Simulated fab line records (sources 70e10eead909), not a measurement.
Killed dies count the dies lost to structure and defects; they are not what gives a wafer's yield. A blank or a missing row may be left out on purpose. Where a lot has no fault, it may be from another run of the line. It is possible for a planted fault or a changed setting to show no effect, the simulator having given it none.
fab line records + flow nand-harc
[record]
- lots = 11
- wafers = 33
- last-day = 23
route steps=1159 shown A_BONDPAD@1076 THIN_TSV@1113
lots that met no fault: from a run of the same line without faults
start-h: the number of hours between the record's first day and the start of the first shown wafer of the lot + wait-h: hours from the lot's prior step to this one + " repeats the value in the row above + L1.1+2: a row that stands for several wafers + - no value, or no start given + * or withheld: withheld + < > ~ a bound
route shown NAME@n: names a module that has steps shown in the file, with the first one's number in the route + usual: the fault-free wafers' mean and standard deviation + same: alike in all rows + chamber/n: place in a boat + sites: per-site readings + _std_site: their standard deviation + _edge_site: inner sites' mean taken away from outer sites' mean + radius-mm: for every site, how far away it sits from the centre of the wafer + mask NAME#n: copy n + behind: the most recent tool/chamber to have shaped the wafer + hold: why the lot was held/for how many hours/how that ended + device: the transistor (n, p or np) that didn't switch + end of line: tests run on the same wafers once the route is complete + where a step has no rows: the recipe by itself + killed: not the wafer's yield, but the dies lost to structure and defects at the first sort + map: a wafer's dies, marking killed ones x, the rest . and places with no die _
set.NAME: setting as actually run; set.NAME@STEP: the setting as run at that earlier step + model.NAME: the simulator's own value behind a step, which no gauge read
one table for each step of the route and one row for each wafer, over a sample of lots
services: from which hour (start-h, from the record's first day; less than 0 if before it) a tool's chamber was out of use, for how many hours, and why
[[steps]]
[step NHARC_A_BONDPAD_ETCH_34]
[recipe]
- target-depth-a = 600
- overetch-a = 180
- time-s = 65.91
- ion-energy-ev = 200
- n2-flow-sccm = 150
- h2-flow-sccm = 150
- ar-flow-sccm = 0
- rf-w = 400
- bias-w = 150
- chemistry = N2/H2
[usual]
- drypump-motor-current-A = 5.6/0.38
- oes-product-au = 1.002/0.012
- rf-vpp-V = 430.0/2.4
- showerhead-plenum-p-Torr = 2.02/0.078
- throttle-valve-pct = 14.171/0.0092
| lot.wafer | tool        | chamber | start-h | wait-h | drypump-motor-current-A | oes-product-au | rf-hours-counter-h | rf-vpp-V | showerhead-plenum-p-Torr | throttle-valve-pct |
|-----------|-------------|---------|---------|--------|-------------------------|----------------|--------------------|----------|--------------------------|--------------------|
| L562.2    | rie-diel-10 | 2       | 411.70  | 0.5    | 5.5                     | 0.996          | 1                  | 427.0    | 1.90                     | 14.158             |
| L562.5    | "           | 0       | "       | "      | 5.9                     | 1.004          | -                  | 432.8    | 2.05                     | 14.180             |
| L562.6    | "           | 1       | "       | "      | 5.2                     | 1.001          | -                  | 429.1    | 1.95                     | 14.162             |
| L560.1    | rie-diel-10 | 2       | 412.82  | 0.1    | 5.5                     | 0.991          | 1                  | 427.7    | 1.90                     | 14.179             |
| L560.3    | "           | 0       | "       | "      | 5.9                     | 1.009          | 2                  | 430.3    | 2.05                     | 14.159             |
| L560.5    | "           | 1       | "       | "      | 5.2                     | 1.003          | -                  | 427.4    | 1.95                     | 14.173             |
| L561.4    | rie-diel-07 | 2       | 418.39  | 0.1    | 5.8                     | 1.030          | 1                  | 429.8    | 2.03                     | 14.172             |
| L561.1    | "           | 3       | "       | "      | 5.8                     | 1.014          | 1                  | 431.5    | 2.07                     | 14.169             |
| L561.6    | "           | 1       | "       | "      | 6.0                     | 0.978          | -                  | 428.9    | 2.03                     | 14.169             |
| L565.3    | rie-diel-10 | 2       | 418.55  | 0.1    | 5.6                     | 0.989          | 2                  | 425.5    | 1.90                     | 14.175             |
| L565.2    | "           | 3       | "       | "      | 5.4                     | 0.998          | 2                  | 434.0    | 2.14                     | 14.180             |
| L565.6    | "           | 0       | "       | "      | 5.9                     | 0.991          | -                  | 431.0    | 2.05                     | 14.170             |
| L570.3    | rie-diel-05 | 1       | 478.35  | 0.1    | 5.2                     | 0.981          | 29                 | 431.7    | 2.08                     | 14.180             |
| L570.2    | "           | 2       | "       | "      | 6.4                     | 1.016          | 29                 | 427.8    | 1.92                     | 14.168             |
| L570.5    | "           | 1       | "       | "      | 5.2                     | 0.981          | -                  | 430.8    | 2.08                     | 14.185             |
| L572.3    | rie-diel-05 | 2       | 481.31  | 0.1    | 6.4                     | 1.023          | 30                 | 426.8    | 1.92                     | 14.161             |
| L572.5    | "           | 2       | "       | "      | 6.4                     | 1.023          | -                  | 427.2    | 1.92                     | 14.173             |
| L572.6    | "           | 3       | "       | "      | 5.4                     | 0.988          | -                  | 429.6    | 2.01                     | 14.169             |
| L571.1    | rie-diel-10 | 3       | 484.24  | 0.1    | 5.4                     | 1.001          | 4                  | 433.7    | 2.13                     | 14.171             |
| L571.3    | "           | 2       | "       | "      | 5.6                     | 0.989          | 4                  | 427.5    | 1.90                     | 14.193             |
| L571.4    | "           | 0       | "       | "      | 5.9                     | 1.002          | -                  | 430.2    | 2.05                     | 14.151             |
| L574.1    | rie-diel-10 | 2       | 486.07  | 0.1    | 5.6                     | 0.990          | 4                  | 427.4    | 1.90                     | 14.177             |
| L574.6    | "           | 0       | "       | "      | 5.9                     | 0.989          | -                  | 431.2    | 2.05                     | 14.169             |
| L574.5    | "           | 3       | "       | "      | 5.4                     | 1.006          | -                  | 433.4    | 2.13                     | 14.182             |
| L578.2    | rie-diel-07 | 3       | 506.31  | 0.1    | 5.8                     | 1.006          | 33                 | 431.4    | 2.05                     | 14.176             |
| L578.4    | "           | 0       | "       | "      | 6.4                     | 0.993          | 33                 | 429.0    | 1.99                     | 14.169             |
| L578.5    | "           | 1       | "       | "      | 6.0                     | 0.986          | -                  | 430.3    | 2.02                     | 14.176             |
| L579.4    | rie-diel-10 | 3       | 506.64  | 0.1    | 5.5                     | 1.006          | 5                  | 434.5    | 2.13                     | 14.172             |
| L579.3    | "           | 2       | "       | "      | 5.6                     | 1.001          | 5                  | 427.3    | 1.90                     | 14.164             |
| L579.5    | "           | 0       | "       | "      | 5.8                     | 0.991          | -                  | 432.4    | 2.05                     | 14.168             |
| L581.2    | rie-diel-10 | 2       | 520.38  | 0.1    | 5.6                     | 0.993          | 5                  | 426.5    | 1.90                     | 14.160             |
| L581.3    | "           | 3       | "       | "      | 5.4                     | 0.999          | 6                  | 433.5    | 2.13                     | 14.164             |
| L581.5    | "           | 2       | "       | "      | 5.6                     | 0.992          | -                  | 426.4    | 1.90                     | 14.163             |
[step NHARC_A_BONDPAD_CD_MEAS_13]
[usual]
- cd-nm = 499/3.2
| lot.wafer | tool      | chamber | start-h | wait-h | cd-nm |
|-----------|-----------|---------|---------|--------|-------|
| L562.2    | cd-sem-01 | -       | 411.92  | -      | 499   |
| L562.5    | "         | -       | "       | "      | 502   |
| L562.6    | "         | -       | "       | "      | 498   |
| L560.1    | cd-sem-02 | -       | 413.05  | -      | 501   |
| L560.3    | "         | -       | "       | "      | 504   |
| L560.5    | "         | -       | "       | "      | 502   |
| L561.1    | cd-sem-02 | -       | 418.61  | -      | 496   |
| L561.4    | "         | -       | "       | "      | 496   |
| L561.6    | "         | -       | "       | "      | 496   |
| L565.2    | cd-sem-02 | -       | 418.77  | -      | 501   |
| L565.3    | "         | -       | "       | "      | 498   |
| L565.6    | "         | -       | "       | "      | 501   |
| L570.2    | cd-sem-02 | -       | 478.59  | -      | 498   |
| L570.3    | "         | -       | "       | "      | 501   |
| L570.5    | "         | -       | "       | "      | 497   |
| L572.3    | cd-sem-01 | -       | 481.55  | -      | 496   |
| L572.5    | "         | -       | "       | "      | 493   |
| L572.6    | "         | -       | "       | "      | 493   |
| L571.1    | cd-sem-02 | -       | 484.50  | -      | 493   |
| L571.3    | "         | -       | "       | "      | 497   |
| L571.4    | "         | -       | "       | "      | 501   |
| L574.1    | cd-sem-01 | -       | 486.32  | -      | 497   |
| L574.5    | "         | -       | "       | "      | 501   |
| L574.6    | "         | -       | "       | "      | 502   |
| L578.2    | cd-sem-01 | -       | 506.57  | -      | 498   |
| L578.4    | "         | -       | "       | "      | 492   |
| L578.5    | "         | -       | "       | "      | 499   |
| L579.3    | cd-sem-03 | -       | 506.88  | -      | 500   |
| L579.4    | "         | -       | "       | "      | 503   |
| L579.5    | "         | -       | "       | "      | 500   |
| L581.2    | cd-sem-01 | -       | 520.61  | -      | 500   |
| L581.3    | "         | -       | "       | "      | 503   |
| L581.5    | "         | -       | "       | "      | 501   |
[step NHARC_THIN_TSV_EXPOSE_09]
[recipe]
- na = 0.55
- dose-mj = 30.7
- mask-id = TSV
[usual]
- exposure-dose-mJ-cm2 = 30.702/0.026
| lot.wafer | tool           | chamber | start-h | wait-h | mask  | exposure-dose-mJ-cm2 |
|-----------|----------------|---------|---------|--------|-------|----------------------|
| L562.2    | krf-scanner-01 | 0       | 425.39  | -      | TSV#0 | 30.771               |
| L562.5    | "              | 0       | "       | "      | TSV#0 | 30.780               |
| L562.6    | "              | 0       | "       | "      | TSV#0 | 30.741               |
| L560.1    | krf-scanner-01 | 0       | 426.83  | -      | TSV#0 | 30.671               |
| L560.3    | "              | 0       | "       | "      | TSV#0 | 30.659               |
| L560.5    | "              | 0       | "       | "      | TSV#0 | 30.687               |
| L561.1    | krf-scanner-02 | 0       | 433.34  | -      | TSV#0 | 30.714               |
| L561.4    | "              | 0       | "       | "      | TSV#0 | 30.728               |
| L561.6    | "              | 0       | "       | "      | TSV#0 | 30.747               |
| L565.2    | krf-scanner-02 | 0       | 434.43  | -      | TSV#0 | 30.696               |
| L565.3    | "              | 0       | "       | "      | TSV#0 | 30.700               |
| L565.6    | "              | 0       | "       | "      | TSV#0 | 30.671               |
| L572.3    | krf-scanner-01 | 0       | 496.26  | -      | TSV#0 | 30.727               |
| L572.5    | "              | 0       | "       | "      | TSV#0 | 30.703               |
| L572.6    | "              | 0       | "       | "      | TSV#0 | 30.669               |
| L570.2    | krf-scanner-02 | 0       | 497.47  | -      | TSV#0 | 40.073               |
| L570.3    | "              | 0       | "       | "      | TSV#0 | 40.086               |
| L570.5    | "              | 0       | "       | "      | TSV#0 | 40.132               |
| L571.1    | krf-scanner-01 | 0       | 503.23  | -      | TSV#0 | 30.693               |
| L571.3    | "              | 0       | "       | "      | TSV#0 | 30.682               |
| L571.4    | "              | 0       | "       | "      | TSV#0 | 30.704               |
| L574.1    | krf-scanner-01 | 0       | 504.33  | -      | TSV#0 | 30.660               |
| L574.5    | "              | 0       | "       | "      | TSV#0 | 30.738               |
| L574.6    | "              | 0       | "       | "      | TSV#0 | 30.715               |
| L578.2    | krf-scanner-01 | 0       | 524.85  | -      | TSV#0 | 30.741               |
| L578.4    | "              | 0       | "       | "      | TSV#0 | 30.726               |
| L578.5    | "              | 0       | "       | "      | TSV#0 | 30.689               |
| L579.3    | krf-scanner-04 | 0       | 527.24  | -      | TSV#0 | 30.703               |
| L579.4    | "              | 0       | "       | "      | TSV#0 | 30.680               |
| L579.5    | "              | 0       | "       | "      | TSV#0 | 30.731               |
| L581.2    | krf-scanner-01 | 0       | 535.78  | -      | TSV#0 | 30.666               |
| L581.3    | "              | 0       | "       | "      | TSV#0 | 30.722               |
| L581.5    | "              | 0       | "       | "      | TSV#0 | 30.727               |
[step NHARC_THIN_TSV_CD_MEAS_12]
[recipe]
- target-cd-nm = 1000
- landing-energy-ev = 500
[usual]
- cd-nm = 1000.8/2.4
[same]
- landing-energy-ev = 500
| lot.wafer | tool      | chamber | start-h | wait-h | cd-nm  |
|-----------|-----------|---------|---------|--------|--------|
| L562.2    | cd-sem-03 | 0       | 425.54  | -      | 1002.7 |
| L562.5    | "         | 0       | "       | "      | 1002.3 |
| L562.6    | "         | 0       | "       | "      | 1002.6 |
| L560.1    | cd-sem-02 | 0       | 426.99  | -      | 999.5  |
| L560.3    | "         | 0       | "       | "      | 1000.9 |
| L560.5    | "         | 0       | "       | "      | 1002.8 |
| L561.1    | cd-sem-02 | 0       | 433.50  | -      | 1000.5 |
| L561.4    | "         | 0       | "       | "      | 1001.6 |
| L561.6    | "         | 0       | "       | "      | 1003.3 |
| L565.2    | cd-sem-03 | 0       | 434.58  | -      | 999.9  |
| L565.3    | "         | 0       | "       | "      | 1001.4 |
| L565.6    | "         | 0       | "       | "      | 1000.0 |
| L572.3    | cd-sem-03 | 0       | 496.41  | -      | 1003.8 |
| L572.5    | "         | 0       | "       | "      | 999.9  |
| L572.6    | "         | 0       | "       | "      | 1001.9 |
| L570.2    | cd-sem-01 | 0       | 497.62  | -      | 1008.4 |
| L570.3    | "         | 0       | "       | "      | 1009.7 |
| L570.5    | "         | 0       | "       | "      | 1008.9 |
| L571.1    | cd-sem-02 | 0       | 503.39  | -      | 1001.3 |
| L571.3    | "         | 0       | "       | "      | 1000.1 |
| L571.4    | "         | 0       | "       | "      | 996.0  |
| L574.1    | cd-sem-03 | 0       | 504.49  | -      | 996.5  |
| L574.5    | "         | 0       | "       | "      | 996.2  |
| L574.6    | "         | 0       | "       | "      | 997.3  |
| L578.2    | cd-sem-01 | 0       | 525.01  | -      | 1001.6 |
| L578.4    | "         | 0       | "       | "      | 1001.9 |
| L578.5    | "         | 0       | "       | "      | 1000.2 |
| L579.3    | cd-sem-03 | 0       | 527.40  | -      | 1005.7 |
| L579.4    | "         | 0       | "       | "      | 999.9  |
| L579.5    | "         | 0       | "       | "      | 1003.8 |
| L581.2    | cd-sem-02 | 0       | 535.93  | -      | 1001.6 |
| L581.3    | "         | 0       | "       | "      | 1002.0 |
| L581.5    | "         | 0       | "       | "      | 1003.5 |
[step NHARC_THIN_TSV_ANNEAL_52]
[recipe]
- temp-c = 225
- time-s = 90
[usual]
- wafer_temp_C_max = 226.17/0.27
| lot.wafer | tool          | chamber | start-h | wait-h | wafer_temp_C_max |
|-----------|---------------|---------|---------|--------|------------------|
| L562.2    | rtp-anneal-02 | 0       | 430.85  | 0.7    | 226.18           |
| L562.5    | "             | 0       | "       | "      | 226.20           |
| L562.6    | "             | 0       | "       | "      | 226.10           |
| L560.1    | rtp-anneal-02 | 0       | 432.38  | 0.5    | 226.41           |
| L560.3    | "             | 0       | "       | "      | 226.13           |
| L560.5    | "             | 0       | "       | "      | 226.50           |
| L561.1    | rtp-anneal-01 | 0       | 437.74  | 0.5    | 226.06           |
| L561.4    | "             | 0       | "       | "      | 226.40           |
| L561.6    | "             | 0       | "       | "      | 226.28           |
| L565.2    | rtp-anneal-01 | 0       | 438.69  | 0.6    | 226.26           |
| L565.3    | "             | 0       | "       | "      | 225.85           |
| L565.6    | "             | 0       | "       | "      | 226.56           |
| L572.3    | rtp-anneal-01 | 0       | 500.49  | 0.6    | 226.42           |
| L572.5    | "             | 0       | "       | "      | 226.10           |
| L572.6    | "             | 0       | "       | "      | 226.44           |
| L570.2    | rtp-anneal-02 | 0       | 501.70  | 0.6    | 226.24           |
| L570.3    | "             | 0       | "       | "      | 226.46           |
| L570.5    | "             | 0       | "       | "      | 226.13           |
| L571.1    | rtp-anneal-01 | 0       | 507.59  | 0.6    | 225.83           |
| L571.3    | "             | 0       | "       | "      | 225.83           |
| L571.4    | "             | 0       | "       | "      | 225.96           |
| L574.1    | rtp-anneal-01 | 0       | 508.67  | 0.6    | 226.22           |
| L574.5    | "             | 0       | "       | "      | 226.00           |
| L574.6    | "             | 0       | "       | "      | 226.67           |
| L578.2    | rtp-anneal-01 | 0       | 529.32  | 0.6    | 226.56           |
| L578.4    | "             | 0       | "       | "      | 226.71           |
| L578.5    | "             | 0       | "       | "      | 225.93           |
| L579.3    | rtp-anneal-01 | 0       | 531.43  | 0.4    | 226.16           |
| L579.4    | "             | 0       | "       | "      | 226.44           |
| L579.5    | "             | 0       | "       | "      | 226.15           |
| L581.2    | rtp-anneal-02 | 0       | 539.95  | 0.7    | 225.80           |
| L581.3    | "             | 0       | "       | "      | 225.83           |
| L581.5    | "             | 0       | "       | "      | 225.76           |
[[services]]
| tool           | chamber | start-h | hours | kind   |
|----------------|---------|---------|-------|--------|
| rie-diel-05    | 1       | 392.31  | 2.7   | repair |
| rie-diel-07    | -       | 405.27  | 9.0   | pm     |
| rie-diel-10    | 0       | 411.68  | -     | clean  |
| rie-diel-10    | 1       | 411.68  | -     | clean  |
| rie-diel-10    | 2       | 411.68  | -     | clean  |
| rie-diel-10    | 3       | 411.68  | -     | clean  |
| krf-scanner-01 | -       | 428.00  | 4.0   | pm     |
| rie-diel-05    | 3       | 429.14  | 11.9  | repair |
| krf-scanner-02 | -       | 430.45  | 0.9   | repair |
| rie-diel-10    | 0       | 436.18  | -     | clean  |
| rie-diel-10    | 1       | 436.18  | -     | clean  |
| rie-diel-10    | 2       | 436.18  | -     | clean  |
| rie-diel-10    | 3       | 436.18  | -     | clean  |
| krf-scanner-01 | -       | 440.51  | 0.8   | repair |
| krf-scanner-04 | -       | 449.76  | 0.9   | repair |
| krf-scanner-04 | -       | 457.04  | 2.1   | repair |
| rie-diel-10    | 1       | 459.01  | 34.6  | repair |
| krf-scanner-04 | -       | 471.62  | 4.0   | pm     |
| krf-scanner-02 | -       | 484.39  | 12.6  | repair |
| rie-diel-07    | -       | 489.58  | 0.3   | repair |
| rie-diel-10    | 2       | 493.23  | 9.3   | repair |
| rie-diel-07    | 1       | 512.87  | 5.5   | repair |
| rie-diel-05    | -       | 517.79  | 9.0   | pm     |
| rie-diel-10    | -       | 530.61  | 9.0   | pm     |
[[key]]
[first-sign]
- step = NHARC_THIN_TSV_EXPOSE_09
- reading = exposure-dose-mJ-cm2
- direction = up
- sigmas = 99+
- usual = 30.702
- struck = 40.097
[effect]
- step = NHARC_THIN_TSV_CD_MEAS_12
- reading = cd-nm
- direction = up
- sigmas = 3.4
- usual = 1000.8
- struck = 1009.0
met-at NHARC_THIN_TSV_EXPOSE_09
struck-lots L570
not-acting-at NHARC_A_BONDPAD_ETCH_34,NHARC_A_BONDPAD_CD_MEAS_13,NHARC_THIN_TSV_ANNEAL_52
onset-between 434.43 497.47
[fault]
- kind = process-parameter-drift
- tool = krf-scanner-02
- chamber = -
- onset-h = 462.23
- steps = NHARC_THIN_TSV_EXPOSE_09
- channel = dose-mj
- offset = 9.4035
- shape = step
- acts-in = these-recipes-only
- stated = 30.7
